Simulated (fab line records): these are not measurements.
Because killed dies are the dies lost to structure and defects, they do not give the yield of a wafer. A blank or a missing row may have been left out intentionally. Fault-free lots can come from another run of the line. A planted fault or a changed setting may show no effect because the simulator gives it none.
What tool caused it? :: flow nand-harc :: 12 lots with 36 wafers sampled at 5 steps, on a route of 1302 steps

WHAT EACH GAUGE READ, for each wafer
NHARC_A_BLC_INSPECT_28. Usual: 491 for raw-defect-count, sd 130.
lot: L751
measured: day 22 07:24
on: defect-inspect-02
raw-defect-count: 486 688 460
flag: 

lot: L752
measured: day 23 03:08
on: defect-inspect-01
raw-defect-count: 383 395 405
flag: 

lot: L753
measured: day 23 09:47
on: defect-inspect-02
raw-defect-count: 416 457 409
flag: 

lot: L754
measured: day 24 00:04
on: defect-inspect-02
raw-defect-count: 885 658 518
flag: 

lot: L755
measured: day 24 01:46
on: defect-inspect-01
raw-defect-count: 425 412 485
flag: 

lot: L756
measured: day 25 00:03
on: defect-inspect-02
raw-defect-count: 392 348 354
flag: 

lot: L759
measured: day 25 21:04
on: defect-inspect-01
raw-defect-count: 571 494 287
flag: 

lot: L758
measured: day 26 03:04
on: defect-inspect-01
raw-defect-count: 640 917 628
flag: 

lot: L761
measured: day 27 01:37
on: defect-inspect-02
raw-defect-count: 447 573 476
flag: 

lot: L768
measured: day 30 01:38
on: defect-inspect-02
raw-defect-count: 511 586 554
flag: 

lot: L771
measured: day 30 19:41
on: defect-inspect-01
raw-defect-count: 347 333 377
flag: 

lot: L773
measured: day 31 18:03
on: defect-inspect-01
raw-defect-count: 772 437 661
flag: 

NHARC_END_SORT_01. Usual: defect-limited-yield is 91 % with standard deviation 3, killed-at-array is 56 with standard deviation 20, killed-at-other is 0.9 with standard deviation 1.1, killed-at-periphery is 3.7 with standard deviation 3, killed-dies is 61 with standard deviation 21, killed-open is 2.9 with standard deviation 1.6, and killed-short is 2.6 with standard deviation 1.4.
lot: L756
measured: day 26 14:56
on: prober-01
defect-limited-yield (%): 93 93 92
killed-at-array: 42 47 52
killed-at-other: 1 0 0
killed-at-periphery: 2 0 0
killed-dies: 45 47 52
killed-open: 3 1 0
killed-short: 3 2 3
flag: 

lot: L768
measured: day 31 18:04
on: prober-01
defect-limited-yield (%): 85 84 81
killed-at-array: 98 106 123
killed-at-other: 0 0 0
killed-at-periphery: 2 1 4
killed-dies: 100 107 127
killed-open: 2 2 4
killed-short: 4 2 1
flag: 

lot: L771
measured: day 33 01:31
on: prober-01
defect-limited-yield (%): 93 93 96
killed-at-array: 37 34 22
killed-at-other: 0 0 0
killed-at-periphery: 11 14 8
killed-dies: 48 48 30
killed-open: 5 4 3
killed-short: 2 1 1
flag: 

WHICH TOOL RAN EACH LOT (tool, then ch and the chambers of the sampled wafers, then the start)
lot: L751
NHARC_A_BLC_STRIP_29: rie-diel-04 ch 0,1, day 22 05:15
NHARC_A_BLC_CMP_25: cmp-03 ch 0,2,3, day 22 07:01
NHARC_A_M0_ETCH_34: rie-diel-09 ch 1,2,3, day 22 08:34

lot: L752
NHARC_A_BLC_STRIP_29: rie-diel-04 ch 0,1,2, day 23 01:13
NHARC_A_BLC_CMP_25: cmp-03 ch 1,2,3, day 23 02:43
NHARC_A_M0_ETCH_34: rie-diel-09 ch 0,1,3, day 23 04:10

lot: L753
NHARC_A_BLC_STRIP_29: rie-diel-07 ch 0,1,3, day 23 07:52
NHARC_A_BLC_CMP_25: cmp-02 ch 0,2,3, day 23 09:22
NHARC_A_M0_ETCH_34: rie-diel-05 ch 1,2,3, day 23 10:57

lot: L754
NHARC_A_BLC_STRIP_29: rie-diel-07 ch 1,2, day 23 22:10
NHARC_A_BLC_CMP_25: cmp-01 ch 1,2,3, day 23 23:44
NHARC_A_M0_ETCH_34: rie-diel-03 ch 2,3, day 24 01:18

lot: L755
NHARC_A_BLC_STRIP_29: rie-diel-04 ch 0,1,3, day 23 23:52
NHARC_A_BLC_CMP_25: cmp-03 ch 0,2,3, day 24 01:23
NHARC_A_M0_ETCH_34: rie-diel-03 ch 0,2,3, day 24 02:56

lot: L756
NHARC_A_BLC_STRIP_29: rie-diel-07 ch 1,2, day 24 22:09
NHARC_A_BLC_CMP_25: cmp-02 ch 0,1,3, day 24 23:41
NHARC_A_M0_ETCH_34: rie-diel-09 ch 0,2, day 25 01:06

lot: L759
NHARC_A_BLC_STRIP_29: rie-diel-11 ch 2,3, day 25 19:08
NHARC_A_BLC_CMP_25: cmp-02 ch 1,2, day 25 20:39
NHARC_A_M0_ETCH_34: rie-diel-09 ch 1,2,3, day 25 22:14

lot: L758
NHARC_A_BLC_STRIP_29: rie-diel-07 ch 0,1,2, day 26 01:07
NHARC_A_BLC_CMP_25: cmp-03 ch 1,3, day 26 02:40
NHARC_A_M0_ETCH_34: rie-diel-05 ch 0,2, day 26 04:07

lot: L761
NHARC_A_BLC_STRIP_29: rie-diel-11 ch 0,1,2, day 26 23:42
NHARC_A_BLC_CMP_25: cmp-03 ch 1,2,3, day 27 01:13
NHARC_A_M0_ETCH_34: rie-diel-09 ch 0,2,3, day 27 02:47

lot: L768
NHARC_A_BLC_STRIP_29: rie-diel-07 ch 0,2,3, day 29 23:43
NHARC_A_BLC_CMP_25: cmp-01 ch 1,2, day 30 01:15
NHARC_A_M0_ETCH_34: rie-diel-09 ch 0,2,3, day 30 02:49

lot: L771
NHARC_A_BLC_STRIP_29: rie-diel-11 ch 0,1, day 30 17:45
NHARC_A_BLC_CMP_25: cmp-02 ch 0,1,2, day 30 19:20
NHARC_A_M0_ETCH_34: rie-diel-09 ch 0,2,3, day 30 20:53

lot: L773
NHARC_A_BLC_STRIP_29: rie-diel-11 ch 2,3, day 31 16:07
NHARC_A_BLC_CMP_25: cmp-02 ch 1,2,3, day 31 17:38
NHARC_A_M0_ETCH_34: rie-diel-05 ch 1,2,3, day 31 19:13
- NHARC_A_BLC_STRIP_29: strips in CF4.
- NHARC_A_BLC_CMP_25: polishes, t overpolish 30 s, target thk 150 nm.
- NHARC_A_M0_ETCH_34: etches the open film in N2/H2, target depth 40 nm, overetch 12 nm, time 43.94 s.

WHAT THE TOOLS THEMSELVES READ (means of the sampled wafers that have a number; where no wafer has one, the mark that the record gives instead)
NHARC_A_BLC_STRIP_29. Usual: drypump-motor-current-A 5.8 A, standard deviation 0.58; oes-product-au 1.001 a.u., standard deviation 0.014; rf-vpp-V 59.3 V, standard deviation 0.84; showerhead-plenum-p-Torr 1.73 Torr, standard deviation 0.078; throttle-valve-pct 13.283 %, standard deviation 0.0076.
lot: L751
tool: rie-diel-04
drypump-motor-current-A (A): 5.7
oes-product-au (a.u.): 0.992
rf-vpp-V (V): 59.7
showerhead-plenum-p-Torr (Torr): 1.75
throttle-valve-pct (%): 13.285
flag: 

lot: L752
tool: rie-diel-04
drypump-motor-current-A (A): 5.7
oes-product-au (a.u.): 0.995
rf-vpp-V (V): 58.6
showerhead-plenum-p-Torr (Torr): 1.72
throttle-valve-pct (%): 13.279
flag: 

lot: L753
tool: rie-diel-07
drypump-motor-current-A (A): 5.3
oes-product-au (a.u.): 1.018
rf-vpp-V (V): 59.0
showerhead-plenum-p-Torr (Torr): 1.69
throttle-valve-pct (%): 13.280
flag: 

lot: L754
tool: rie-diel-07
drypump-motor-current-A (A): 5.1
oes-product-au (a.u.): 1.014
rf-vpp-V (V): 59.0
showerhead-plenum-p-Torr (Torr): 1.65
throttle-valve-pct (%): 13.289
flag: 

lot: L755
tool: rie-diel-04
drypump-motor-current-A (A): 5.9
oes-product-au (a.u.): 1.003
rf-vpp-V (V): 59.4
showerhead-plenum-p-Torr (Torr): 1.78
throttle-valve-pct (%): 13.283
flag: 

lot: L756
tool: rie-diel-07
drypump-motor-current-A (A): 5.1
oes-product-au (a.u.): 1.014
rf-vpp-V (V): 58.4
showerhead-plenum-p-Torr (Torr): 1.65
throttle-valve-pct (%): 13.286
flag: 

lot: L759
tool: rie-diel-11
drypump-motor-current-A (A): 6.1
oes-product-au (a.u.): 1.003
rf-vpp-V (V): 59.9
showerhead-plenum-p-Torr (Torr): 1.80
throttle-valve-pct (%): 13.286
flag: 

lot: L758
tool: rie-diel-07
drypump-motor-current-A (A): 5.3
oes-product-au (a.u.): 1.006
rf-vpp-V (V): 60.0
showerhead-plenum-p-Torr (Torr): 1.68
throttle-valve-pct (%): 13.281
flag: 

lot: L761
tool: rie-diel-11
drypump-motor-current-A (A): 6.1
oes-product-au (a.u.): 0.991
rf-vpp-V (V): 59.4
showerhead-plenum-p-Torr (Torr): 1.78
throttle-valve-pct (%): 13.282
flag: 

lot: L768
tool: rie-diel-07
drypump-motor-current-A (A): 5.3
oes-product-au (a.u.): 0.989
rf-vpp-V (V): 58.3
showerhead-plenum-p-Torr (Torr): 1.68
throttle-valve-pct (%): 13.284
flag: 

lot: L771
tool: rie-diel-11
drypump-motor-current-A (A): 6.5
oes-product-au (a.u.): 0.994
rf-vpp-V (V): 59.2
showerhead-plenum-p-Torr (Torr): 1.73
throttle-valve-pct (%): 13.288
flag: 

lot: L773
tool: rie-diel-11
drypump-motor-current-A (A): 6.1
oes-product-au (a.u.): 1.000
rf-vpp-V (V): 59.6
showerhead-plenum-p-Torr (Torr): 1.80
throttle-valve-pct (%): 13.289
flag: 

NHARC_A_BLC_CMP_25. Usual: motor-current-A 12.3 A, standard deviation 1.1; overpolish-run-s 30.000 s, standard deviation 0.0092; time-to-endpoint-s 29 s, standard deviation 3.1.
lot: L751
tool: cmp-03
motor-current-A (A): 12.5
overpolish-run-s (s): 29.997
time-to-endpoint-s (s): 28
flag: 

lot: L752
tool: cmp-03
motor-current-A (A): 12.7
overpolish-run-s (s): 29.996
time-to-endpoint-s (s): 29
flag: 

lot: L753
tool: cmp-02
motor-current-A (A): 12.1
overpolish-run-s (s): 29.995
time-to-endpoint-s (s): 31
flag: 

lot: L754
tool: cmp-01
motor-current-A (A): 12.3
overpolish-run-s (s): 30.002
time-to-endpoint-s (s): 32
flag: 

lot: L755
tool: cmp-03
motor-current-A (A): 12.2
overpolish-run-s (s): 29.994
time-to-endpoint-s (s): 31
flag: 

lot: L756
tool: cmp-02
motor-current-A (A): 12.4
overpolish-run-s (s): 29.990
time-to-endpoint-s (s): 30
flag: 

lot: L759
tool: cmp-02
motor-current-A (A): 11.4
overpolish-run-s (s): 29.992
time-to-endpoint-s (s): 28
flag: 

lot: L758
tool: cmp-03
motor-current-A (A): 12.5
overpolish-run-s (s): 29.997
time-to-endpoint-s (s): 26
flag: 

lot: L761
tool: cmp-03
motor-current-A (A): 12.7
overpolish-run-s (s): 29.993
time-to-endpoint-s (s): 28
flag: 

lot: L768
tool: cmp-01
motor-current-A (A): 11.7
overpolish-run-s (s): 30.011
time-to-endpoint-s (s): 32
flag: 

lot: L771
tool: cmp-02
motor-current-A (A): 12.1
overpolish-run-s (s): 30.000
time-to-endpoint-s (s): 28
flag: 

lot: L773
tool: cmp-02
motor-current-A (A): 11.4
overpolish-run-s (s): 30.001
time-to-endpoint-s (s): 29
flag: 

NHARC_A_M0_ETCH_34. Usual: drypump-motor-current-A 5.9 A, standard deviation 0.44; oes-product-au 0.999 a.u., standard deviation 0.015; rf-vpp-V 431.4 V, standard deviation 2.1; run-length-s 65.1 s, standard deviation 0.47; showerhead-plenum-p-Torr 2.07 Torr, standard deviation 0.068; throttle-valve-pct 14.173 %, standard deviation 0.0088.
lot: L751
tool: rie-diel-09
drypump-motor-current-A (A): 6.0
oes-product-au (a.u.): 1.008
rf-vpp-V (V): 432.5
run-length-s (s): 64.8
showerhead-plenum-p-Torr (Torr): 2.11
throttle-valve-pct (%): 14.169
flag: 

lot: L752
tool: rie-diel-09
drypump-motor-current-A (A): 6.0
oes-product-au (a.u.): 1.001
rf-vpp-V (V): 431.7
run-length-s (s): 64.7
showerhead-plenum-p-Torr (Torr): 2.08
throttle-valve-pct (%): 14.174
flag: 

lot: L753
tool: rie-diel-05
drypump-motor-current-A (A): 5.7
oes-product-au (a.u.): 1.012
rf-vpp-V (V): 430.5
run-length-s (s): 65.1
showerhead-plenum-p-Torr (Torr): 2.03
throttle-valve-pct (%): 14.163
flag: 

lot: L754
tool: rie-diel-03
drypump-motor-current-A (A): 6.4
oes-product-au (a.u.): 0.998
rf-vpp-V (V): 429.7
run-length-s (s): 65.7
showerhead-plenum-p-Torr (Torr): 2.03
throttle-valve-pct (%): 14.179
flag: 

lot: L755
tool: rie-diel-03
drypump-motor-current-A (A): 5.9
oes-product-au (a.u.): 0.996
rf-vpp-V (V): 432.0
run-length-s (s): 65.6
showerhead-plenum-p-Torr (Torr): 2.08
throttle-valve-pct (%): 14.171
flag: 

lot: L756
tool: rie-diel-09
drypump-motor-current-A (A): 6.2
oes-product-au (a.u.): 0.990
rf-vpp-V (V): 430.4
run-length-s (s): 64.9
showerhead-plenum-p-Torr (Torr): 2.03
throttle-valve-pct (%): 14.170
flag: 

lot: L759
tool: rie-diel-09
drypump-motor-current-A (A): 6.0
oes-product-au (a.u.): 1.013
rf-vpp-V (V): 433.1
run-length-s (s): 64.9
showerhead-plenum-p-Torr (Torr): 2.11
throttle-valve-pct (%): 14.165
flag: 

lot: L758
tool: rie-diel-05
drypump-motor-current-A (A): 5.6
oes-product-au (a.u.): 0.998
rf-vpp-V (V): 428.3
run-length-s (s): 64.9
showerhead-plenum-p-Torr (Torr): 1.96
throttle-valve-pct (%): 14.175
flag: 

lot: L761
tool: rie-diel-09
drypump-motor-current-A (A): 6.1
oes-product-au (a.u.): 1.007
rf-vpp-V (V): 431.9
run-length-s (s): 65.1
showerhead-plenum-p-Torr (Torr): 2.07
throttle-valve-pct (%): 14.176
flag: 

lot: L768
tool: rie-diel-09
drypump-motor-current-A (A): 6.1
oes-product-au (a.u.): 1.003
rf-vpp-V (V): 431.8
run-length-s (s): 61.3
showerhead-plenum-p-Torr (Torr): 2.07
throttle-valve-pct (%): 14.177
flag: OFF

lot: L771
tool: rie-diel-09
drypump-motor-current-A (A): 6.1
oes-product-au (a.u.): 0.998
rf-vpp-V (V): 430.9
run-length-s (s): 61.3
showerhead-plenum-p-Torr (Torr): 2.07
throttle-valve-pct (%): 14.173
flag: OFF

lot: L773
tool: rie-diel-05
drypump-motor-current-A (A): 5.8
oes-product-au (a.u.): 0.999
rf-vpp-V (V): 429.5
run-length-s (s): 65.3
showerhead-plenum-p-Torr (Torr): 2.02
throttle-valve-pct (%): 14.179
flag: 

THE ANSWER, worked out from the rows above alone
Rule: a lot is off if the mean of its wafers that have a number lies more than 3 standard deviations from the usual mean. Also off: a lot with no number at a reading for which 4 or more lots have one. Where the step has rows for the other lots, those lots are counted as sound. Order of review: gauges by route order, followed by the tools' own readings, for which a lot's mean as printed above is used. At the first step where some lot is off, the reading lying furthest off is the one used; lots without a number count as furthest.
Off: L768, L771, at NHARC_A_M0_ETCH_34 (run-length-s).
A tool fits if, at that step or a process step before it, it ran every lot that is off, and no sound lot after the first of them. One candidate fits, namely rie-diel-09 at NHARC_A_M0_ETCH_34. Its last sound lot is L761 (day 27 02:47), its first lot that is off L768 (day 30 02:49): a fault that began between those two fits.
The tool's own readings at NHARC_A_M0_ETCH_34 bear it out: on the lots that are off they differ by more than 5 times the standard deviation of the sound lots' means. run-length-s reads 61.3 s there against 65.1 s on the sound lots.

WHAT THE SIMULATOR HAD INSERTED
rie-diel-09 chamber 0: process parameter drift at NHARC_A_M0_ETCH_34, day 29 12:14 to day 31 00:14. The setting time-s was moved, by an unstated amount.
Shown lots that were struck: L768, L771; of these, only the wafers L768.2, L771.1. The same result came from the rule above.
